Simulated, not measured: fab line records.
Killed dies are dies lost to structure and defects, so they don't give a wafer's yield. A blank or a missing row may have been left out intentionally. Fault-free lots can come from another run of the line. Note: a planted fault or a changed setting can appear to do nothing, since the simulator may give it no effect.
Which of the tools did it?	flow nand-harc	24 lots with 72 wafers sampled at 6 steps, on a route of 1159 steps

## WHAT EACH GAUGE READ, for each wafer
Not one reading of a measure or inspect step in the record can be checked against a usual standard deviation.

## WHICH TOOL RAN EACH LOT (tool, then ch and the chambers of the sampled wafers, then the start)
lot	NHARC_A_STAIRCASE_ETCH_17	NHARC_A_STAIRCASE_ETCH_19	NHARC_A_STAIRCASE_TRIM_187	NHARC_A_STAIRCASE_DESCUM_219	NHARC_A_STAIRCASE_ETCH_223	NHARC_A_STAIRCASE_STRIP_238
L074	rie-diel-02 ch 0,1, day 10 03:50 or earlier	rie-diel-02 ch 0,2, day 10 03:50 or earlier	rie-diel-12 ch 1,2,3, day 10 03:50	rie-diel-02 ch 0,1,2, day 10 07:44	rie-diel-02 ch 0,1,2, day 10 11:22 or earlier	plasma-asher-02 ch 1, day 10 11:22
L075	rie-diel-03 ch 0,1,3, day 11 08:44 or earlier	rie-diel-03 ch 1,2,3, day 11 08:44 or earlier	rie-diel-02 ch 0,2,3, day 11 08:44	rie-diel-03 ch 0,1,3, day 11 12:17	rie-diel-03 ch 1,2,3, day 11 14:47 or earlier	plasma-asher-02 ch 0,1, day 11 14:47
L076	rie-diel-02 ch 2,3, day 11 19:25 or earlier	rie-diel-02 ch 0,2, day 11 19:25 or earlier	rie-diel-02 ch 0,2,3, day 11 19:25	rie-diel-03 ch 0,1,3, day 12 00:44	rie-diel-03 ch 0,1, day 12 03:16 or earlier	plasma-asher-02 ch 0,1, day 12 03:16
L077	rie-diel-03 ch 0,1,3, day 11 19:13 or earlier	rie-diel-03 ch 0,1,3, day 11 19:13 or earlier	rie-diel-02 ch 1,2,3, day 11 19:13	rie-diel-02 ch 1,2,3, day 11 23:02	rie-diel-02 ch 0,1,2, day 12 01:13 or earlier	plasma-asher-02 ch 0,1, day 12 01:13
L078	rie-diel-12 ch 2,3, day 11 20:38 or earlier	rie-diel-12 ch 1,3, day 11 20:38 or earlier	rie-diel-03 ch 0,1,3, day 11 20:38	rie-diel-03 ch 1,2,3, day 12 01:53	rie-diel-03 ch 1,3, day 12 04:16 or earlier	plasma-asher-02 ch 0, day 12 04:16
L079	rie-diel-12 ch 2,3, day 12 04:25 or earlier	rie-diel-12 ch 0,1, day 12 04:25 or earlier	rie-diel-03 ch 0,2,3, day 12 04:25	rie-diel-02 ch 0,1,3, day 12 07:55	rie-diel-02 ch 2,3, day 12 10:17 or earlier	plasma-asher-01 ch 0,1, day 12 10:17
L080	rie-diel-02 ch 2,3, day 12 09:31 or earlier	rie-diel-02 ch 0,2, day 12 09:31 or earlier	rie-diel-02 ch 0,1, day 12 09:31	rie-diel-02 ch 0,1,2, day 12 13:07	rie-diel-02 ch 1,2, day 12 15:20 or earlier	plasma-asher-02 ch 0,1, day 12 15:20
L082	rie-diel-02 ch 1,2, day 12 13:53 or earlier	rie-diel-02 ch 0,1, day 12 13:53 or earlier	rie-diel-03 ch 0,1,3, day 12 13:53	rie-diel-03 ch 0,2,3, day 12 18:28	rie-diel-03 ch 0,1,2, day 12 21:38 or earlier	plasma-asher-01 ch 0,1, day 12 21:38
L081	rie-diel-12 ch 0,1,3, day 13 00:59 or earlier	rie-diel-12 ch 1,2,3, day 13 00:59 or earlier	rie-diel-03 ch 0,1,3, day 13 00:59	rie-diel-03 ch 0,1,2, day 13 04:39	rie-diel-03 ch 0,2,3, day 13 07:00 or earlier	plasma-asher-02 ch 0,1, day 13 07:00
L084	rie-diel-02 ch 0,2,3, day 13 13:33 or earlier	rie-diel-02 ch 0,2,3, day 13 13:33 or earlier	rie-diel-03 ch 2,3, day 13 13:33	rie-diel-12 ch 0,3, day 13 17:11	rie-diel-12 ch 0,2,3, day 13 19:49 or earlier	plasma-asher-01 ch 0,1, day 13 19:49
L085	rie-diel-12 ch 0,1,3, day 13 13:53 or earlier	rie-diel-12 ch 0,2, day 13 13:53 or earlier	rie-diel-12 ch 0,1,2, day 13 13:53	rie-diel-12 ch 2,3, day 13 17:55	rie-diel-12 ch 0,1,2, day 13 20:28 or earlier	plasma-asher-01 ch 0,1, day 13 20:28
L087	rie-diel-02 ch 0,1,3, day 13 20:34 or earlier	rie-diel-02 ch 1,2,3, day 13 20:34 or earlier	rie-diel-03 ch 0,3, day 13 20:34	rie-diel-12 ch 2,3, day 14 00:01	rie-diel-12 ch 2,3, day 14 02:23 or earlier	plasma-asher-02 ch 0,1, day 14 02:23
L086	rie-diel-02 ch 0,1,3, day 13 21:17 or earlier	rie-diel-02 ch 1,2,3, day 13 21:17 or earlier	rie-diel-02 ch 0,2,3, day 13 21:17	rie-diel-02 ch 0,2, day 14 00:58	rie-diel-02 ch 0,2, day 14 03:21 or earlier	plasma-asher-02 ch 0,1, day 14 03:21
L083	rie-diel-02 ch 0,3, day 14 00:17 or earlier	rie-diel-02 ch 0,1,3, day 14 00:17 or earlier	rie-diel-02 ch 1,2, day 14 00:17	rie-diel-12 ch 0,3, day 14 03:57	rie-diel-12 ch 0,3, day 14 06:20 or earlier	plasma-asher-01 ch 0,1, day 14 06:20
L089	rie-diel-02 ch 0,1,2, day 14 13:10 or earlier	rie-diel-02 ch 1,2,3, day 14 13:10 or earlier	rie-diel-03 ch 0,2,3, day 14 13:10	rie-diel-03 ch 0,1,3, day 14 17:14	rie-diel-03 ch 0,1,3, day 14 19:37 or earlier	plasma-asher-02 ch 0,1, day 14 19:37
L088	rie-diel-12 ch 0,1,2, day 14 13:50 or earlier	rie-diel-12 ch 0,1,3, day 14 13:50 or earlier	rie-diel-12 ch 0,1,2, day 14 13:50	rie-diel-03 ch 0,1,2, day 14 17:49	rie-diel-03 ch 1,2,3, day 14 20:13 or earlier	plasma-asher-02 ch 0,1, day 14 20:13
L090	rie-diel-02 ch 0,2,3, day 15 09:28 or earlier	rie-diel-02 ch 0,1,2, day 15 09:28 or earlier	rie-diel-03 ch 2,3, day 15 09:28	rie-diel-03 ch 1,2, day 15 13:10	rie-diel-03 ch 1,2,3, day 15 15:30 or earlier	plasma-asher-02 ch 0,1, day 15 15:30
L092	rie-diel-02 ch 2,3, day 15 12:16 or earlier	rie-diel-02 ch 1,2, day 15 12:16 or earlier	rie-diel-02 ch 0,1,3, day 15 12:16	rie-diel-03 ch 0,1,3, day 15 15:57	rie-diel-03 ch 1,2,3, day 15 18:20 or earlier	plasma-asher-02 ch 0,1, day 15 18:20
L093	rie-diel-12 ch 0,2,3, day 15 15:19 or earlier	rie-diel-12 ch 0,2,3, day 15 15:19 or earlier	rie-diel-02 ch 0,1,2, day 15 15:19	rie-diel-02 ch 0,2,3, day 15 19:04	rie-diel-02 ch 0,1,3, day 15 21:26 or earlier	plasma-asher-02 ch 0,1, day 15 21:26
L091	rie-diel-02 ch 0,2,3, day 15 15:43 or earlier	rie-diel-02 ch 0,3, day 15 15:43 or earlier	rie-diel-03 ch 1,2, day 15 15:43	rie-diel-03 ch 0,3, day 15 19:29	rie-diel-03 ch 1,2,3, day 15 22:40 or earlier	plasma-asher-01 ch 0, day 15 22:40
L094	rie-diel-12 ch 0,2,3, day 15 19:34 or earlier	rie-diel-12 ch 0,1,3, day 15 19:34 or earlier	rie-diel-02 ch 0,1,3, day 15 19:34	rie-diel-03 ch 0,2,3, day 16 00:41	rie-diel-03 ch 1,2,3, day 16 03:05 or earlier	plasma-asher-01 ch 0,1, day 16 03:05
L095	rie-diel-12 ch 1,3, day 16 15:41 or earlier	rie-diel-12 ch 0,1,2, day 16 15:41 or earlier	rie-diel-02 ch 0,1,3, day 16 15:41	rie-diel-02 ch 0,1, day 16 19:33	rie-diel-02 ch 0,3, day 16 22:39 or earlier	plasma-asher-01 ch 0,1, day 16 22:39
L097	rie-diel-12 ch 1,2,3, day 16 16:02 or earlier	rie-diel-12 ch 0,2,3, day 16 16:02 or earlier	rie-diel-02 ch 2,3, day 16 16:02	rie-diel-03 ch 1,2,3, day 16 19:43	rie-diel-03 ch 0,3, day 16 22:21 or earlier	plasma-asher-02 ch 0,1, day 16 22:21
L096	rie-diel-02 ch 0,2, day 16 18:48 or earlier	rie-diel-02 ch 0,1,3, day 16 18:48 or earlier	rie-diel-12 ch 1,2,3, day 16 18:48	rie-diel-03 ch 0,1,2, day 16 22:50	rie-diel-03 ch 0,1, day 17 03:55 or earlier	plasma-asher-02 ch 0,1, day 17 03:55
- NHARC_A_STAIRCASE_ETCH_17: etches the open film in C4F8/O2, target depth 100 nm, time 40.5 s.
- NHARC_A_STAIRCASE_ETCH_19: etches the open film in C4F8/O2, target depth 100 nm, time 40.5 s.
- NHARC_A_STAIRCASE_TRIM_187: chemistry O2, time 211.2 s.
- NHARC_A_STAIRCASE_DESCUM_219: chemistry O2, time 3 s.
- NHARC_A_STAIRCASE_ETCH_223: etches the open film in C4F8/O2, target depth 100 nm, time 40.5 s.
- NHARC_A_STAIRCASE_STRIP_238: strips in O2.

## WHAT THE TOOLS THEMSELVES READ (means of the sampled wafers that have a number; where no wafer has one, the mark that the record gives instead)
NHARC_A_STAIRCASE_ETCH_17. Usual: oes-product-au 0.940 a.u., standard deviation 0.014; rf-vpp-V 894 V, standard deviation 4.4.
lot	tool	oes-product-au (a.u.)	rf-vpp-V (V)	flag
L074	rie-diel-02	0.933	891	
L075	rie-diel-03	0.940	896	
L076	rie-diel-02	0.934	893	
L077	rie-diel-03	0.953	896	
L078	rie-diel-12	0.940	901	
L079	rie-diel-12	0.920	902	
L080	rie-diel-02	0.950	893	
L082	rie-diel-02	0.938	891	
L081	rie-diel-12	0.940	896	
L084	rie-diel-02	0.942	892	
L085	rie-diel-12	0.937	897	
L087	rie-diel-02	0.953	891	
L086	rie-diel-02	0.945	891	
L083	rie-diel-02	0.946	892	
L089	rie-diel-02	0.940	890	
L088	rie-diel-12	0.927	898	
L090	rie-diel-02	0.949	891	
L092	rie-diel-02	0.957	892	
L093	rie-diel-12	0.929	900	
L091	rie-diel-02	0.946	892	
L094	rie-diel-12	0.936	900	
L095	rie-diel-12	0.939	895	
L097	rie-diel-12	0.943	896	
L096	rie-diel-02	0.944	891	

NHARC_A_STAIRCASE_ETCH_19. Usual: oes-product-au 0.940 a.u., standard deviation 0.013; rf-vpp-V 894 V, standard deviation 4.3.
lot	tool	oes-product-au (a.u.)	rf-vpp-V (V)	flag
L074	rie-diel-02	0.941	892	
L075	rie-diel-03	0.942	898	
L076	rie-diel-02	0.933	893	
L077	rie-diel-03	0.946	896	
L078	rie-diel-12	0.946	896	
L079	rie-diel-12	0.932	894	
L080	rie-diel-02	0.957	891	
L082	rie-diel-02	0.946	890	
L081	rie-diel-12	0.936	897	
L084	rie-diel-02	0.951	892	
L085	rie-diel-12	0.921	901	
L087	rie-diel-02	0.939	892	
L086	rie-diel-02	0.946	891	
L083	rie-diel-02	0.949	892	
L089	rie-diel-02	0.934	891	
L088	rie-diel-12	0.932	896	
L090	rie-diel-02	0.947	890	
L092	rie-diel-02	0.942	888	
L093	rie-diel-12	0.931	899	
L091	rie-diel-02	0.957	891	
L094	rie-diel-12	0.943	896	
L095	rie-diel-12	0.933	896	
L097	rie-diel-12	0.922	899	
L096	rie-diel-02	0.945	891	

NHARC_A_STAIRCASE_TRIM_187. Usual: drypump-motor-current-A 5.6 A, standard deviation 0.4; oes-product-au 1.002 a.u., standard deviation 0.014; rf-vpp-V 57.7 V, standard deviation 0.96; showerhead-plenum-p-Torr 3.48 Torr, standard deviation 0.11; throttle-valve-pct 17.035 %, standard deviation 0.0085.
lot	tool	drypump-motor-current-A (A)	oes-product-au (a.u.)	rf-vpp-V (V)	showerhead-plenum-p-Torr (Torr)	throttle-valve-pct (%)	flag
L074	rie-diel-12	5.8	0.998	57.2	3.58	17.042	
L075	rie-diel-02	5.5	0.999	58.9	3.43	17.034	
L076	rie-diel-02	5.5	1.007	57.3	3.43	17.032	
L077	rie-diel-02	5.5	1.005	57.6	3.40	17.034	
L078	rie-diel-03	5.3	1.007	57.9	3.54	17.036	
L079	rie-diel-03	5.5	1.017	58.5	3.55	17.030	
L080	rie-diel-02	5.9	0.993	57.6	3.37	17.040	
L082	rie-diel-03	5.3	0.994	57.3	3.54	17.033	
L081	rie-diel-03	5.4	1.000	57.6	3.53	17.043	
L084	rie-diel-03	5.5	1.010	58.0	3.58	17.035	
L085	rie-diel-12	5.9	0.977	58.1	3.57	17.032	
L087	rie-diel-03	5.4	1.008	57.7	3.50	17.049	
L086	rie-diel-02	5.5	1.007	58.1	3.42	17.036	
L083	rie-diel-02	5.8	0.993	57.5	3.34	17.040	
L089	rie-diel-03	5.5	1.011	57.9	3.54	17.031	
L088	rie-diel-12	5.9	0.975	57.7	3.56	17.047	
L090	rie-diel-03	5.5	1.013	57.5	3.57	17.037	
L092	rie-diel-02	5.7	1.008	57.3	3.38	17.033	
L093	rie-diel-02	5.7	1.001	56.6	3.36	17.036	
L091	rie-diel-03	5.1	1.003	58.6	3.61	17.042	
L094	rie-diel-02	5.7	1.012	56.9	3.38	17.039	
L095	rie-diel-02	5.7	1.011	56.8	3.38	17.032	
L097	rie-diel-02	5.3	1.005	57.9	3.42	17.035	
L096	rie-diel-12	5.8	0.998	57.3	3.55	17.037	

NHARC_A_STAIRCASE_DESCUM_219. Usual: drypump-motor-current-A 5.5 A, standard deviation 0.42; oes-product-au 1.003 a.u., standard deviation 0.013; rf-vpp-V 57.8 V, standard deviation 0.87; showerhead-plenum-p-Torr 1.90 Torr, standard deviation 0.058; throttle-valve-pct 11.311 %, standard deviation 0.0098.
lot	tool	drypump-motor-current-A (A)	oes-product-au (a.u.)	rf-vpp-V (V)	showerhead-plenum-p-Torr (Torr)	throttle-valve-pct (%)	flag
L074	rie-diel-02	5.7	0.998	57.7	1.83	11.312	
L075	rie-diel-03	5.3	1.012	58.1	1.92	11.310	
L076	rie-diel-03	5.3	1.000	57.5	1.92	11.303	
L077	rie-diel-02	5.5	0.992	58.0	1.84	11.315	
L078	rie-diel-03	5.4	1.008	57.8	1.94	11.313	
L079	rie-diel-02	5.7	1.007	58.0	1.83	11.316	
L080	rie-diel-02	5.7	1.001	57.7	1.82	11.314	
L082	rie-diel-03	5.4	1.010	57.7	1.92	11.325	
L081	rie-diel-03	5.1	1.002	59.2	1.94	11.325	
L084	rie-diel-12	5.5	0.983	57.7	1.96	11.307	
L085	rie-diel-12	5.6	0.991	56.9	1.97	11.316	
L087	rie-diel-12	5.8	0.981	57.8	1.99	11.314	
L086	rie-diel-02	5.5	0.998	57.5	1.84	11.305	
L083	rie-diel-12	5.4	0.987	58.7	1.95	11.306	
L089	rie-diel-03	5.3	1.011	58.2	1.91	11.301	
L088	rie-diel-03	5.1	1.010	57.9	1.94	11.306	
L090	rie-diel-03	5.1	1.008	57.4	1.96	11.299	
L092	rie-diel-03	5.3	1.012	58.9	1.91	11.311	
L093	rie-diel-02	5.4	1.011	57.5	1.85	11.315	
L091	rie-diel-03	5.4	1.012	57.1	1.89	11.313	
L094	rie-diel-03	5.4	1.008	57.4	1.92	11.313	
L095	rie-diel-02	5.9	1.005	57.4	1.81	11.306	
L097	rie-diel-03	5.4	1.002	57.6	1.93	11.318	
L096	rie-diel-03	5.1	1.005	58.1	1.93	11.313	

NHARC_A_STAIRCASE_ETCH_223. Usual: oes-product-au 0.942 a.u., standard deviation 0.013; rf-vpp-V 895 V, standard deviation 3.8.
lot	tool	oes-product-au (a.u.)	rf-vpp-V (V)	flag
L074	rie-diel-02	0.941	891	
L075	rie-diel-03	0.943	898	
L076	rie-diel-03	0.957	897	
L077	rie-diel-02	0.944	890	
L078	rie-diel-03	0.937	897	
L079	rie-diel-02	0.953	893	
L080	rie-diel-02	0.944	890	
L082	rie-diel-03	0.937	898	
L081	rie-diel-03	0.945	897	
L084	rie-diel-12	0.923	900	
L085	rie-diel-12	0.918	897	
L087	rie-diel-12	0.938	900	
L086	rie-diel-02	0.928	892	
L083	rie-diel-12	0.928	898	
L089	rie-diel-03	0.961	897	
L088	rie-diel-03	0.948	897	
L090	rie-diel-03	0.943	897	
L092	rie-diel-03	0.951	898	
L093	rie-diel-02	0.949	891	
L091	rie-diel-03	0.934	896	
L094	rie-diel-03	0.943	897	
L095	rie-diel-02	0.968	893	
L097	rie-diel-03	0.948	895	
L096	rie-diel-03	0.937	895	

NHARC_A_STAIRCASE_STRIP_238. Usual: drypump-motor-current-A 5.3 A, standard deviation 0.42; heater-power-w 342 W, standard deviation 19.
lot	tool	drypump-motor-current-A (A)	heater-power-w (W)	flag
L074	plasma-asher-02	5.7	327	
L075	plasma-asher-02	5.5	339	
L076	plasma-asher-02	5.5	338	
L077	plasma-asher-02	5.5	333	
L078	plasma-asher-02	4.8	367	
L079	plasma-asher-01	5.4	339	
L080	plasma-asher-02	5.1	353	
L082	plasma-asher-01	5.5	333	
L081	plasma-asher-02	5.1	353	
L084	plasma-asher-01	5.5	334	
L085	plasma-asher-01	5.5	339	
L087	plasma-asher-02	5.1	350	
L086	plasma-asher-02	5.5	335	
L083	plasma-asher-01	5.5	338	
L089	plasma-asher-02	5.1	348	
L088	plasma-asher-02	5.1	359	
L090	plasma-asher-02	5.4	338	
L092	plasma-asher-02	5.1	353	
L093	plasma-asher-02	5.1	354	
L091	plasma-asher-01	5.6	341	
L094	plasma-asher-01	5.3	327	
L095	plasma-asher-01	5.5	338	
L097	plasma-asher-02	5.4	341	
L096	plasma-asher-02	5.4	341	

## THE ANSWER, worked out from the rows above alone
Rule: take the mean of a lot's wafers that have a number; if it is more than 3 standard deviations from the usual mean, the lot is off. A lot without any number at a reading at which 4 lots or more have one is off too. All remaining lots with rows at the step are treated as sound. After the gauges, taken in route order, come the tools' own readings; for these a lot's mean is taken, as printed above. The first step at which some lot is off is used, and at that step the reading that is off furthest; a lot without a number counts as furthest.
No lot is off at any reading shown: from this, nothing can be told.

## WHAT THE SIMULATOR HAD INSERTED
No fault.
